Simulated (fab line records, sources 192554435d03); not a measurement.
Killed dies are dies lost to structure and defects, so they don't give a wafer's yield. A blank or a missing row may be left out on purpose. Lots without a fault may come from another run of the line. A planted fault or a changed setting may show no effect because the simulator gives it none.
fab line records | flow n5_finfet
record lots=24 wafers=72 last_day=20
route steps=1938 shown FIN_CUT@166 STI_FIN_REVEAL@188 DUMMY_GATE@235 SPACER0@260 SD_EPI_N@270
lots that met no fault: from a run of the same line without faults
start_h: hours from the record's first day to the start of the lot's first wafer shown | wait_h: hours since the lot's step before | " the same as in the row above | L1.1+2: a row that stands for several wafers | - no value, or no start given | * or withheld: withheld | < > ~ a bound
route shown NAME@n: a module of which the file shows steps, and the number in the route of the first | usual: mean/standard deviation of fault-free wafers | same: alike in all rows | chamber/n: place in a boat | sites: the reading at each site | _std_site: their standard deviation | _edge_site: outer sites' mean less inner sites' | radius_mm: how far each site lies from the wafer's centre | mask NAME#n: copy n | behind: the tool/chamber that last shaped the wafer | hold: why the lot was held/for how many hours/how that ended | device: the transistor (n, p or np) that didn't switch | end of line: the same wafers' tests at the end of the route | a step without rows: its recipe alone | killed: dies lost to structure and defects at the first sort, not the wafer's yield | map: a wafer's dies, x killed, . not, _ none there
set.NAME: the setting as run; set.NAME@STEP: as run at that earlier step | model.NAME: the simulator's own value behind a step, which no gauge read
steps of the route over a sample of lots; a table a step, a row a wafer
services: from which hour (start_h, from the record's first day; less than 0 if before it) a tool's chamber was out of use, for how many hours, and why
## steps
# step N5_FIN_CUT_DESCUM_13
# recipe chemistry=O2 time_s=7 source_power_w=50 bias_power_w=20 pressure_mtorr=20 rf_frequency_hz=2.712e+07 temp_c=40 resist=CAR-EUV o2_flow_sccm=225
# usual bias_power_w=20.00/0.063 drypump_motor_current_A=5.7/0.41 oes_product_au=0.78/0.087 rf_vpp_V=243.3/1.3 showerhead_plenum_p_Torr=2.09/0.064 throttle_valve_pct=20.50/0.19
# columns lot.wafer tool chamber start_h wait_h bias_power_w drypump_motor_current_A oes_product_au rf_hours_counter_h rf_vpp_V showerhead_plenum_p_Torr throttle_valve_pct
L074.2 rie_diel-02 1 28.00 0.2 20.00 5.6 0.80 117 243.0 2.02 20.65
L074.5 " 2 " " 19.98 6.0 0.95 - 242.7 2.06 20.39
L074.6 " 3 " " 20.04 5.9 0.77 - 242.7 2.02 20.32
L075.2 rie_diel-05 3 35.24 0.0 19.99 6.3 0.79 117 243.2 2.10 20.64
L075.3 " 2 " " 20.07 6.2 0.68 226 243.8 2.06 20.68
L075.4 " 2 " " 20.07 6.2 0.70 - 242.8 2.06 20.68
L076.1 rie_diel-03 3 39.98 0.0 19.93 5.5 0.74 133 243.8 2.19 20.52
L076.2 " 2 " " 19.95 5.7 0.73 166 243.2 2.01 20.47
L076.4 " 0 " " 19.96 6.0 0.87 50 246.6 2.20 20.33
L077.1 rie_diel-05 0 44.79 0.2 19.90 5.8 0.72 176 243.2 2.09 20.25
L077.2 " 1 " " 19.98 5.4 1.01 1 243.0 2.15 20.13
L077.5 " 2 " " 20.02 6.2 0.68 - 242.9 2.06 20.68
L078.1 rie_diel-05 1 51.40 0.0 19.98 5.3 0.99 3 243.4 2.15 20.14
L078.3 " 2 " " 19.90 6.2 0.68 231 242.3 2.06 20.69
L078.5 " 1 " " 19.98 5.4 0.99 - 242.8 2.15 20.14
L079.3 rie_diel-03 1 57.00 0.1 19.98 5.8 0.76 143 244.2 2.09 20.67
L079.5 " 3 " " 19.94 5.5 0.74 - 245.5 2.19 20.52
L079.6 " 0 " " 19.95 5.9 0.86 - 244.9 2.20 20.34
L080.3 rie_diel-02 3 62.22 0.0 20.04 5.9 0.76 143 241.8 2.02 20.33
L080.5 " 0 " " 19.92 4.8 0.69 - 244.1 2.16 20.77
L080.6 " 3 " " 20.10 5.9 0.76 - 240.8 2.02 20.33
L081.1 rie_diel-03 3 69.96 0.1 19.97 5.5 0.75 143 244.5 2.19 20.51
L081.3 " 0 " " 20.07 5.9 0.86 61 245.5 2.20 20.33
L081.6 " 2 " " 19.79 5.7 0.72 - 241.8 2.00 20.47
L082.1 rie_diel-02 2 75.32 0.0 20.08 6.1 0.92 31 242.7 2.05 20.41
L082.3 " 3 " " 19.91 5.9 0.76 147 242.7 2.02 20.34
L082.4 " 1 " " 20.02 5.6 0.77 131 242.3 2.02 20.65
L083.1 rie_diel-02 3 82.83 0.2 19.98 5.9 0.76 149 243.4 2.01 20.35
L083.4 " 1 " " 20.12 5.6 0.78 134 242.5 2.02 20.67
L083.6 " 0 " " 20.04 4.8 0.69 - 243.3 2.16 20.76
L084.1 rie_diel-05 2 86.63 0.1 20.00 6.2 0.68 243 243.4 2.06 20.70
L084.2 " 0 " " 19.88 5.8 0.72 189 243.5 2.09 20.28
L084.4 " 1 " " 19.99 5.4 0.96 15 243.3 2.14 20.15
L085.2 rie_diel-03 1 93.28 0.1 20.00 5.7 0.76 154 243.1 2.09 20.69
L085.3 " 2 " " 19.94 5.7 0.72 177 241.2 2.00 20.50
L085.6 " 2 " " 19.96 5.7 0.72 - 242.1 2.00 20.48
L086.1 rie_diel-05 0 103.49 0.0 20.07 5.8 0.70 195 242.6 2.08 20.30
L086.4 " 1 " " 19.95 5.3 0.94 - 244.9 2.14 20.18
L086.6 " 0 " " 20.05 5.8 0.70 - 241.2 2.08 20.29
L087.2 rie_diel-02 3 105.72 0.0 19.99 5.9 0.75 157 242.3 2.01 20.35
L087.3 " 1 " " 20.04 5.6 0.76 142 242.3 2.01 20.68
L087.5 " 2 " " 19.98 6.1 0.89 - 241.9 2.05 20.44
L088.2 rie_diel-02 0 110.31 0.0 20.04 4.8 0.69 232 244.9 2.16 20.77
L088.4 " 0 " " 20.10 4.8 0.69 - 244.6 2.16 20.79
L088.5 " 0 " " 19.98 4.8 0.68 - 243.4 2.16 20.78
L089.2 rie_diel-03 2 116.82 0.0 19.99 5.7 0.71 184 242.7 2.00 20.52
L089.4 " 3 " " 20.07 5.5 0.72 - 244.6 2.18 20.55
L089.5 " 2 " " 19.94 5.7 0.71 - 242.1 2.00 20.52
L090.1 rie_diel-05 3 122.80 0.0 19.99 6.4 0.78 137 243.3 2.09 20.68
L090.4 " 0 " " 20.02 5.8 0.70 - 244.3 2.08 20.29
L090.5 " 1 " " 19.99 5.3 0.92 - 243.9 2.14 20.17
L091.1 rie_diel-05 3 128.61 0.0 19.97 6.4 0.77 140 240.9 2.09 20.70
L091.4 " 3 " " 19.96 6.4 0.77 - 242.9 2.09 20.67
L091.6 " 1 " " 19.93 5.3 0.92 - 243.7 2.14 20.18
L092.1 rie_diel-05 3 135.41 0.1 20.00 6.4 0.77 142 244.2 2.09 20.68
L092.2 " 0 " " 20.04 5.8 0.70 206 241.6 2.08 20.30
L092.5 " 1 " " 20.01 5.3 0.91 - 243.1 2.14 20.20
L093.1 rie_diel-02 0 142.80 0.0 20.08 4.8 0.68 244 245.2 2.15 20.78
L093.3 " 2 " " 20.06 6.1 0.87 53 241.0 2.04 20.45
L093.5 " 2 " " 20.00 6.1 0.87 - 241.7 2.04 20.44
L094.1 rie_diel-03 0 166.97 0.7 20.00 5.9 0.82 90 246.2 2.19 20.40
L094.4 " 2 " " 20.06 5.7 0.70 204 241.8 1.99 20.52
L094.5 " 0 " " 19.94 5.9 0.82 - 244.4 2.19 20.37
L095.1 rie_diel-02 1 169.27 2.1 19.93 5.6 0.76 153 241.6 2.01 20.70
L095.2 " 3 " " 19.98 5.9 0.73 174 242.1 2.01 20.38
L095.4 " 2 " " 20.02 6.0 0.87 57 243.1 2.04 20.45
L096.1 rie_diel-02 0 169.84 2.5 19.98 4.8 0.68 248 245.4 2.15 20.79
L096.2 " 1 " " 19.99 5.6 0.75 153 241.8 2.01 20.68
L096.3 " 3 " " 19.98 5.9 0.73 174 241.4 2.01 20.38
L097.4 rie_diel-03 0 170.22 2.8 19.95 5.9 0.82 92 243.6 2.19 20.38
L097.5 " 3 " " 20.03 5.5 0.71 - 244.4 2.17 20.59
L097.6 " 2 " " 20.12 5.7 0.70 - 241.9 1.99 20.54
# step N5_STI_FIN_REVEAL_THK_MEAS_05
# usual thk_nm=132.2/0.84
# columns lot.wafer tool chamber start_h wait_h thk_nm
L074.2 film_metro-01 - 34.38 - 129.9
L074.5 " - " " 131.6
L074.6 " - " " 130.2
L075.2 film_metro-02 - 42.17 - 131.3
L075.3 " - " " 132.6
L075.4 " - " " 132.3
L076.1 film_metro-01 - 47.76 - 131.6
L076.2 " - " " 129.9
L076.4 " - " " 132.6
L077.1 film_metro-02 - 52.46 - 132.8
L077.2 " - " " 132.2
L077.5 " - " " 132.7
L078.1 film_metro-01 - 57.82 - 131.6
L078.3 " - " " 131.9
L078.5 " - " " 131.4
L079.3 film_metro-02 - 63.54 - 131.6
L079.5 " - " " 132.2
L079.6 " - " " 132.5
L080.3 film_metro-02 - 68.71 - 131.4
L080.5 " - " " 131.3
L080.6 " - " " 131.3
L081.1 film_metro-02 - 77.33 - 132.8
L081.3 " - " " 132.3
L081.6 " - " " 132.3
L082.1 film_metro-01 - 81.66 - 132.2
L082.3 " - " " 131.1
L082.4 " - " " 131.8
L083.1 film_metro-01 - 89.27 - 132.6
L083.4 " - " " 133.7
L083.6 " - " " 133.0
L084.1 film_metro-01 - 93.70 - 133.0
L084.2 " - " " 132.4
L084.4 " - " " 133.4
L085.2 film_metro-02 - 99.66 - 133.3
L085.3 " - " " 133.8
L085.6 " - " " 133.9
L086.1 film_metro-01 - 110.03 - 132.4
L086.4 " - " " 134.1
L086.6 " - " " 132.9
L087.2 film_metro-02 - 112.11 - 132.1
L087.3 " - " " 131.0
L087.5 " - " " 131.7
L088.2 film_metro-02 - 116.91 - 131.9
L088.4 " - " " 131.8
L088.5 " - " " 132.7
L089.2 film_metro-02 - 124.26 - 132.0
L089.4 " - " " 131.9
L089.5 " - " " 131.2
L090.1 film_metro-01 - 129.15 - 132.5
L090.4 " - " " 132.0
L090.5 " - " " 132.2
L091.1 film_metro-02 - 134.96 - 131.4
L091.4 " - " " 131.8
L091.6 " - " " 131.5
L092.1 film_metro-02 - 141.74 - 132.9
L092.2 " - " " 132.6
L092.5 " - " " 132.9
L093.1 film_metro-02 - 149.21 - 132.3
L093.3 " - " " 131.0
L093.5 " - " " 130.9
L094.1 film_metro-01 - 173.36 - 132.5
L094.4 " - " " 131.2
L094.5 " - " " 132.1
L095.1 film_metro-01 - 175.78 - 131.2
L095.2 " - " " 133.1
L095.4 " - " " 132.4
L096.1 film_metro-02 - 177.18 - 133.6
L096.2 " - " " 133.2
L096.3 " - " " 131.8
L097.4 film_metro-02 - 177.46 - 132.4
L097.5 " - " " 131.5
L097.6 " - " " 133.4
# step N5_DUMMY_GATE_ETCH_29
# recipe chemistry=N2/H2 target=underlayer target_depth_a=130 ion_energy_ev=200 pressure_mtorr=30 source_w=840 bias_w=150 n2_flow_sccm=200 h2_flow_sccm=200
# usual bias_w=149.9/0.43 drypump_motor_current_A=5.7/0.42 oes_product_au=0.78/0.087 rf_vpp_V=523.2/2.4 showerhead_plenum_p_Torr=2.52/0.077 throttle_valve_pct=17.98/0.18
# columns lot.wafer tool chamber start_h wait_h bias_w drypump_motor_current_A oes_product_au rf_hours_counter_h rf_vpp_V showerhead_plenum_p_Torr throttle_valve_pct
L074.2 rie_diel-02 2 46.57 0.0 150.3 6.1 0.94 23 522.6 2.49 17.81
L074.5 " 1 " " 150.1 5.6 0.78 - 521.6 2.45 18.11
L074.6 " 3 " " 150.6 5.9 0.77 - 521.7 2.45 17.86
L075.2 rie_diel-02 1 56.05 0.0 150.3 5.6 0.79 125 520.0 2.45 18.10
L075.3 " 3 " " 149.8 5.9 0.78 141 520.7 2.45 17.87
L075.4 " 0 " " 150.0 4.8 0.71 217 528.4 2.62 18.17
L076.1 rie_diel-03 1 60.85 0.0 150.7 5.8 0.75 144 523.9 2.55 18.27
L076.2 " 0 " " 150.1 5.9 0.85 58 528.0 2.69 17.97
L076.4 " 3 " " 149.9 5.5 0.73 140 527.4 2.66 17.95
L077.1 rie_diel-02 2 65.66 0.0 149.3 6.0 0.93 28 522.0 2.49 17.83
L077.2 " 1 " " 150.0 5.6 0.78 128 521.7 2.45 18.11
L077.5 " 0 " " 150.2 4.8 0.70 - 526.3 2.61 18.19
L078.1 rie_diel-02 0 69.82 0.0 149.8 4.8 0.70 221 526.5 2.61 18.20
L078.3 " 1 " " 150.3 5.6 0.79 130 520.1 2.45 18.10
L078.5 " 2 " " 149.8 6.1 0.91 - 523.1 2.49 17.82
L079.3 rie_diel-03 0 76.41 0.0 150.0 5.9 0.84 63 528.1 2.69 18.00
L079.5 " 2 " " 150.7 5.7 0.73 - 521.1 2.44 17.93
L079.6 " 3 " " 149.9 5.5 0.73 - 527.2 2.65 17.95
L080.3 rie_diel-05 0 82.71 0.0 149.4 5.8 0.70 188 523.3 2.52 17.73
L080.5 " 1 " " 150.8 5.3 0.95 - 526.2 2.60 17.61
L080.6 " 0 " " 150.2 5.8 0.70 - 523.5 2.52 17.74
L081.1 rie_diel-02 1 91.34 0.0 149.7 5.6 0.77 137 521.3 2.44 18.12
L081.3 " 3 " " 150.1 5.9 0.75 152 519.0 2.44 17.90
L081.6 " 2 " " 149.9 6.0 0.91 - 522.5 2.49 17.84
L082.1 rie_diel-02 2 97.58 0.0 149.5 6.1 0.90 38 521.8 2.48 17.85
L082.3 " 1 " " 149.9 5.6 0.76 139 521.1 2.44 18.12
L082.4 " 2 " " 149.8 6.0 0.90 - 521.8 2.48 17.83
L083.1 rie_diel-02 2 101.84 0.0 150.8 6.1 0.90 39 521.8 2.48 17.84
L083.4 " 0 " " 149.9 4.8 0.69 229 524.7 2.61 18.19
L083.6 " 3 " " 149.1 5.9 0.75 - 522.1 2.44 17.90
L084.1 rie_diel-05 2 106.45 0.0 149.9 6.2 0.67 250 522.5 2.50 18.15
L084.2 " 0 " " 150.1 5.8 0.70 197 523.3 2.52 17.75
L084.4 " 2 " " 150.1 6.2 0.68 - 522.2 2.50 18.15
L085.2 rie_diel-02 3 112.97 0.0 149.9 5.9 0.75 161 522.3 2.44 17.92
L085.3 " 2 " " 149.8 6.1 0.89 43 522.4 2.48 17.85
L085.6 " 2 " " 149.7 6.1 0.89 - 524.2 2.48 17.84
L086.1 rie_diel-02 1 123.60 0.0 150.4 5.6 0.76 143 521.4 2.44 18.12
L086.4 " 3 " " 150.2 5.9 0.75 165 519.8 2.44 17.93
L086.6 " 3 " " 149.9 5.9 0.75 - 522.0 2.44 17.92
L087.2 rie_diel-05 1 124.12 0.0 149.6 5.4 0.91 28 525.3 2.60 17.65
L087.3 " 3 " " 149.4 6.4 0.79 138 524.1 2.54 18.13
L087.5 " 0 " " 150.2 5.8 0.70 - 524.3 2.51 17.76
L088.2 rie_diel-02 1 131.51 0.0 150.7 5.6 0.76 145 520.5 2.44 18.13
L088.4 " 0 " " 150.5 4.8 0.68 240 526.8 2.61 18.22
L088.5 " 0 " " 149.3 4.8 0.69 - 525.7 2.61 18.22
L089.2 rie_diel-03 3 140.31 0.0 149.9 5.5 0.71 164 525.1 2.65 17.98
L089.4 " 2 " " 150.2 5.7 0.71 192 520.1 2.43 17.96
L089.5 " 2 " " 150.5 5.7 0.71 - 521.4 2.43 17.96
L090.1 rie_diel-03 0 141.11 0.0 150.0 5.8 0.84 81 528.6 2.68 17.99
L090.4 " 3 " " 148.6 5.6 0.72 164 526.0 2.65 18.00
L090.5 " 3 " " 149.8 5.5 0.72 - 527.2 2.65 17.99
L091.1 rie_diel-03 3 167.60 0.0 150.3 5.5 0.71 175 525.9 2.64 18.02
L091.4 " 1 " " 150.7 5.7 0.72 181 524.0 2.53 18.34
L091.6 " 1 " " 150.5 5.7 0.71 - 523.3 2.53 18.33
L092.1 rie_diel-02 1 168.58 0.0 149.9 5.6 0.75 153 521.3 2.44 18.15
L092.2 " 0 " " 149.8 4.8 0.67 248 525.9 2.60 18.22
L092.5 " 0 " " 149.5 4.8 0.68 - 524.7 2.60 18.24
L093.1 rie_diel-02 1 170.76 0.0 149.6 5.6 0.76 154 520.6 2.44 18.15
L093.3 " 2 " " 149.8 6.1 0.87 58 523.4 2.48 17.87
L093.5 " 1 " " 150.2 5.6 0.75 - 521.8 2.44 18.14
L094.1 rie_diel-02 3 212.27 0.0 150.2 5.9 0.73 182 520.4 2.43 17.95
L094.4 " 1 " " 149.6 5.6 0.75 161 521.4 2.43 18.17
L094.5 " 2 " " 149.5 6.1 0.86 - 521.7 2.47 17.88
L095.1 rie_diel-05 2 212.83 0.0 149.9 6.2 0.98 7 523.3 2.50 17.75
L095.2 " 1 " " 149.9 5.4 0.90 40 525.8 2.59 17.67
L095.4 " 3 " " 149.9 6.4 0.77 149 523.4 2.53 18.16
L096.1 rie_diel-05 1 213.16 0.0 150.2 5.4 0.89 40 524.1 2.59 17.69
L096.2 " 2 " " 150.3 6.2 0.96 8 523.9 2.50 17.74
L096.3 " 3 " " 149.6 6.4 0.77 149 524.7 2.53 18.16
L097.4 rie_diel-05 2 213.36 0.0 149.8 6.2 0.96 8 524.7 2.50 17.74
L097.5 " 3 " " 149.5 6.4 0.77 - 525.2 2.53 18.14
L097.6 " 2 " " 149.8 6.2 0.97 - 521.2 2.50 17.75
# step N5_DUMMY_GATE_STRIP_41
# recipe chemistry=O2 power_w=400 temp_c=40 pressure_mtorr=30 rf_frequency_hz=6e+07 bias_power_w=0 overash_fraction=0.3 o2_flow_sccm=225
# usual drypump_motor_current_A=5.7/0.42 oes_product_au=0.78/0.088 rf_vpp_V=3.7/0.49 showerhead_plenum_p_Torr=2.08/0.062 throttle_valve_pct=16.74/0.2
# same bias_power_w=0
# columns lot.wafer tool chamber start_h wait_h drypump_motor_current_A oes_product_au rf_hours_counter_h rf_vpp_V showerhead_plenum_p_Torr throttle_valve_pct
L074.2 rie_diel-02 3 46.98 0.0 5.9 0.77 138 3.6 2.02 16.57
L074.5 " 2 " " 6.1 0.94 - 3.8 2.06 16.60
L074.6 " 3 " " 5.9 0.77 - 3.2 2.02 16.59
L075.2 rie_diel-03 3 56.45 0.0 5.5 0.74 139 3.9 2.19 16.77
L075.3 " 0 " " 5.9 0.87 57 3.0 2.21 16.57
L075.4 " 1 " " 5.7 0.76 143 4.0 2.10 16.91
L076.1 rie_diel-05 3 61.26 0.0 6.4 0.77 125 3.6 2.10 16.87
L076.2 " 1 " " 5.3 0.98 6 3.7 2.15 16.34
L076.4 " 0 " " 5.8 0.71 181 3.0 2.09 16.52
L077.1 rie_diel-05 3 66.06 0.0 6.4 0.77 126 3.6 2.10 16.89
L077.2 " 2 " " 6.2 0.68 236 3.9 2.06 16.98
L077.5 " 0 " " 5.8 0.71 - 3.9 2.09 16.53
L078.1 rie_diel-02 0 70.23 0.0 4.8 0.69 222 3.6 2.17 17.00
L078.3 " 3 " " 5.9 0.76 146 4.3 2.02 16.59
L078.5 " 0 " " 4.8 0.70 - 3.3 2.17 16.99
L079.3 rie_diel-03 0 77.04 0.0 5.9 0.86 63 4.2 2.20 16.59
L079.5 " 0 " " 5.9 0.86 - 3.7 2.20 16.58
L079.6 " 1 " " 5.7 0.76 - 3.9 2.09 16.92
L080.3 rie_diel-05 3 83.12 0.0 6.4 0.78 132 3.9 2.09 16.89
L080.5 " 0 " " 5.8 0.71 - 4.5 2.09 16.55
L080.6 " 3 " " 6.4 0.78 - 4.2 2.09 16.89
L081.1 rie_diel-05 0 91.75 0.0 5.8 0.71 191 3.3 2.09 16.54
L081.3 " 2 " " 6.2 0.68 244 3.5 2.06 17.00
L081.6 " 3 " " 6.4 0.77 - 3.6 2.09 16.92
L082.1 rie_diel-02 3 97.99 0.0 5.9 0.76 154 4.1 2.02 16.62
L082.3 " 2 " " 6.1 0.90 38 3.2 2.05 16.62
L082.4 " 1 " " 5.6 0.77 - 4.0 2.02 16.89
L083.1 rie_diel-03 0 102.48 0.0 5.9 0.84 70 3.8 2.20 16.59
L083.4 " 1 " " 5.8 0.75 157 4.0 2.09 16.92
L083.6 " 0 " " 5.9 0.84 - 3.8 2.20 16.59
L084.1 rie_diel-03 1 106.85 0.0 5.7 0.74 158 3.9 2.09 16.94
L084.2 " 3 " " 5.5 0.73 153 3.6 2.19 16.79
L084.4 " 0 " " 5.9 0.83 72 2.8 2.20 16.58
L085.2 rie_diel-05 2 113.37 0.0 6.2 0.67 253 3.9 2.06 17.02
L085.3 " 1 " " 5.4 0.92 25 4.1 2.15 16.38
L085.6 " 2 " " 6.2 0.67 - 3.2 2.06 17.00
L086.1 rie_diel-02 0 124.00 0.0 4.8 0.67 238 3.5 2.16 17.03
L086.4 " 3 " " 5.9 0.74 165 3.0 2.01 16.63
L086.6 " 1 " " 5.6 0.76 - 4.0 2.02 16.89
L087.2 rie_diel-05 0 124.52 0.0 5.8 0.70 202 3.6 2.09 16.57
L087.3 " 1 " " 5.4 0.92 28 4.3 2.14 16.36
L087.5 " 3 " " 6.4 0.77 - 4.4 2.09 16.90
L088.2 rie_diel-02 3 131.92 0.0 5.9 0.74 167 4.4 2.01 16.63
L088.4 " 2 " " 6.0 0.89 49 4.1 2.05 16.66
L088.5 " 3 " " 5.9 0.74 - 4.3 2.01 16.63
L089.2 rie_diel-02 0 140.75 0.0 4.8 0.68 243 2.7 2.16 17.05
L089.4 " 1 " " 5.6 0.77 148 2.8 2.02 16.90
L089.5 " 3 " " 5.9 0.74 - 3.7 2.01 16.63
L090.1 rie_diel-02 1 141.51 0.0 5.6 0.76 149 2.8 2.02 16.91
L090.4 " 3 " " 5.9 0.73 170 3.6 2.01 16.64
L090.5 " 1 " " 5.6 0.75 - 4.1 2.02 16.90
L091.1 rie_diel-02 1 168.25 0.0 5.6 0.75 152 5.1 2.01 16.93
L091.4 " 2 " " 6.1 0.86 56 3.6 2.05 16.65
L091.6 " 0 " " 4.8 0.68 - 3.9 2.16 17.06
L092.1 rie_diel-02 3 169.09 0.0 5.9 0.73 174 3.7 2.01 16.65
L092.2 " 1 " " 5.6 0.75 153 3.8 2.01 16.91
L092.5 " 0 " " 4.8 0.68 - 3.2 2.16 17.05
L093.1 rie_diel-02 3 171.57 0.0 5.9 0.73 175 2.8 2.01 16.65
L093.3 " 1 " " 5.6 0.75 154 3.9 2.01 16.93
L093.5 " 2 " " 6.1 0.87 - 3.8 2.05 16.66
L094.1 rie_diel-02 2 212.96 0.0 6.0 0.86 65 4.2 2.04 16.69
L094.4 " 1 " " 5.6 0.76 162 3.7 2.01 16.93
L094.5 " 3 " " 5.9 0.73 - 3.7 2.01 16.66
L095.1 rie_diel-03 0 213.32 0.0 5.9 0.80 99 3.6 2.19 16.64
L095.2 " 1 " " 5.8 0.72 189 2.9 2.08 16.98
L095.4 " 3 " " 5.5 0.71 183 3.9 2.18 16.85
L096.1 rie_diel-02 3 213.78 0.0 5.9 0.74 183 3.5 2.01 16.65
L096.2 " 1 " " 5.6 0.75 162 3.1 2.01 16.93
L096.3 " 0 " " 4.8 1.01 2 3.6 2.16 16.57
L097.4 rie_diel-05 3 214.13 0.0 6.4 0.76 - 3.8 2.09 16.92
L097.5 " 0 " " 5.8 0.70 - 4.6 2.08 16.61
L097.6 " 2 " " 6.2 0.96 - 3.8 2.05 16.57
# step N5_SPACER0_ALD_08
# recipe material=SiNx target_thk_a=20 temp_c=400 ald_precursor_family=SiH2I2 ald_co_reactant=N2/H2-plasma pressure_torr=2
# usual heater_power_w=840/96
# columns lot.wafer tool chamber start_h wait_h heater_power_w
L074.2 ald_sin-03 2 48.79 0.1 1048
L074.5 " 3 " " 707
L074.6 " 2 " " 1033
L075.2 ald_sin-03 0 57.59 0.1 811
L075.3 " 1 " " 823
L075.4 " 3 " " 722
L076.1 ald_sin-04 2 62.39 0.1 951
L076.2 " 0 " " 716
L076.4 " 3 " " 969
L077.1 ald_sin-03 3 67.75 0.1 699
L077.2 " 1 " " 820
L077.5 " 0 " " 799
L078.1 ald_sin-02 0 71.37 0.1 793
L078.3 " 2 " " 759
L078.5 " 2 " " 773
L079.3 ald_sin-04 3 79.49 0.1 962
L079.5 " 3 " " 976
L079.6 " 0 " " 722
L080.3 ald_sin-02 3 84.56 0.1 835
L080.5 " 2 " " 764
L080.6 " 3 " " 832
L081.1 ald_sin-04 3 92.88 0.1 952
L081.3 " 2 " " 946
L081.6 " 3 " " 967
L082.1 ald_sin-03 2 99.20 0.1 1047
L082.3 " 0 " " 809
L082.4 " 1 " " 847
L083.1 ald_sin-04 2 103.74 0.1 980
L083.4 " 3 " " 974
L083.6 " 0 " " 724
L084.1 ald_sin-02 1 108.01 0.1 848
L084.2 " 2 " " 754
L084.4 " 0 " " 797
L085.2 ald_sin-02 0 115.32 0.1 780
L085.3 " 2 " " 775
L085.6 " 2 " " 761
L086.1 ald_sin-02 3 125.13 0.1 827
L086.4 " 1 " " 862
L086.6 " 1 " " 843
L087.2 ald_sin-03 1 125.96 0.1 833
L087.3 " 0 " " 816
L087.5 " 0 " " 805
L088.2 ald_sin-03 0 133.06 0.1 819
L088.4 " 3 " " 709
L088.5 " 1 " " 833
L089.2 ald_sin-02 2 142.66 0.1 755
L089.4 " 3 " " 829
L089.5 " 3 " " 822
L090.1 ald_sin-02 2 143.20 0.1 776
L090.4 " 0 " " 793
L090.5 " 0 " " 797
L091.1 ald_sin-02 1 169.58 0.1 856
L091.4 " 3 " " 838
L091.6 " 3 " " 830
L092.1 ald_sin-03 1 171.67 0.1 862
L092.2 " 2 " " 1075
L092.5 " 3 " " 695
L093.1 ald_sin-02 1 173.22 0.1 834
L093.3 " 3 " " 841
L093.5 " 2 " " 770
L094.1 ald_sin-04 2 214.10 0.1 990
L094.4 " 3 " " 988
L094.5 " 3 " " 957
L095.1 ald_sin-02 2 214.66 0.1 717
L095.2 " 1 " " 858
L095.4 " 0 " " 756
L096.1 ald_sin-04 1 215.06 0.1 870
L096.2 " 0 " " 745
L096.3 " 2 " " 980
L097.4 ald_sin-03 3 215.57 0.1 708
L097.5 " 1 " " 859
L097.6 " 2 " " 1053
# step N5_SD_EPI_N_CD_MEAS_09
# recipe target_cd_nm=120 landing_energy_ev=500 detector=se_inlens
# usual cd_nm=120.2/0.52
# columns lot.wafer tool chamber start_h wait_h cd_nm
L074.2 cd_sem-01 0 49.35 - 120.1
L074.5 " 0 " " 120.0
L074.6 " 0 " " 119.5
L075.2 cd_sem-01 0 58.03 - 120.5
L075.3 " 0 " " 120.6
L075.4 " 0 " " 120.2
L076.1 cd_sem-01 0 62.82 - 120.3
L076.2 " 0 " " 120.1
L076.4 " 0 " " 120.0
L077.1 cd_sem-03 0 68.18 - 120.7
L077.2 " 0 " " 120.8
L077.5 " 0 " " 121.1
L078.1 cd_sem-01 0 71.80 - 120.1
L078.3 " 0 " " 120.1
L078.5 " 0 " " 120.7
L079.3 cd_sem-03 0 80.05 - 119.7
L079.5 " 0 " " 119.6
L079.6 " 0 " " 119.9
L080.3 cd_sem-02 0 85.12 - 119.1
L080.5 " 0 " " 120.2
L080.6 " 0 " " 120.1
L081.1 cd_sem-02 0 93.43 - 118.8
L081.3 " 0 " " 119.3
L081.6 " 0 " " 120.0
L082.1 cd_sem-02 0 99.76 - 120.1
L082.3 " 0 " " 120.0
L082.4 " 0 " " 121.3
L083.1 cd_sem-03 0 104.29 - 120.3
L083.4 " 0 " " 120.7
L083.6 " 0 " " 119.7
L084.1 cd_sem-03 0 108.44 - 119.1
L084.2 " 0 " " 119.8
L084.4 " 0 " " 120.3
L085.2 cd_sem-01 0 115.88 - 120.2
L085.3 " 0 " " 119.9
L085.6 " 0 " " 120.7
L086.1 cd_sem-03 0 125.77 - 120.2
L086.4 " 0 " " 119.8
L086.6 " 0 " " 120.8
L087.2 cd_sem-01 0 126.51 - 119.3
L087.3 " 0 " " 119.8
L087.5 " 0 " " 120.2
L088.2 cd_sem-02 0 133.49 - 120.5
L088.4 " 0 " " 120.2
L088.5 " 0 " " 119.9
L089.2 cd_sem-03 0 143.09 - 119.5
L089.4 " 0 " " 119.7
L089.5 " 0 " " 119.3
L090.1 cd_sem-02 0 143.63 - 119.7
L090.4 " 0 " " 120.1
L090.5 " 0 " " 119.9
L091.1 cd_sem-02 0 170.01 - 120.1
L091.4 " 0 " " 120.2
L091.6 " 0 " " 120.8
L092.1 cd_sem-01 0 172.10 - 120.3
L092.2 " 0 " " 120.3
L092.5 " 0 " " 120.5
L093.1 cd_sem-01 0 173.78 - 119.7
L093.3 " 0 " " 120.4
L093.5 " 0 " " 120.1
L094.1 cd_sem-02 0 214.66 - 120.2
L094.4 " 0 " " 119.3
L094.5 " 0 " " 119.5
L095.1 cd_sem-02 0 215.21 - 120.3
L095.2 " 0 " " 120.7
L095.4 " 0 " " 120.4
L096.1 cd_sem-03 0 215.49 - 120.9
L096.2 " 0 " " 120.3
L096.3 " 0 " " 120.4
L097.4 cd_sem-03 0 216.07 - 120.6
L097.5 " 0 " " 121.0
L097.6 " 0 " " 120.4
## services
# columns tool chamber start_h hours kind
rie_diel-03 2 4.71 7.2 repair
ald_sin-02 0 7.08 8.2 repair
ald_sin-02 - 8.68 1.6 repair
rie_diel-02 0 12.34 13.6 repair
rie_diel-03 - 13.33 14.6 pm
ald_sin-02 - 39.40 3.0 repair
ald_sin-04 - 43.15 6.0 pm
rie_diel-02 0 44.84 6.4 repair
ald_sin-04 - 64.17 2.8 pm
rie_diel-05 3 93.94 21.0 repair
rie_diel-02 1 107.68 15.5 repair
rie_diel-02 2 107.69 2.9 repair
ald_sin-02 3 111.52 6.2 repair
ald_sin-04 0 123.95 17.5 repair
ald_sin-04 - 136.29 55.4 repair
rie_diel-02 - 151.09 15.6 pm
rie_diel-05 - 153.22 28.1 pm
ald_sin-02 - 165.33 2.0 repair
ald_sin-02 - 176.75 14.0 pm
rie_diel-05 3 189.24 1.3 repair
ald_sin-03 2 192.27 10.3 repair
ald_sin-03 0 200.89 22.9 repair
rie_diel-05 - 207.38 2.6 repair
rie_diel-05 1 213.83 14.7 repair
## key
fault none
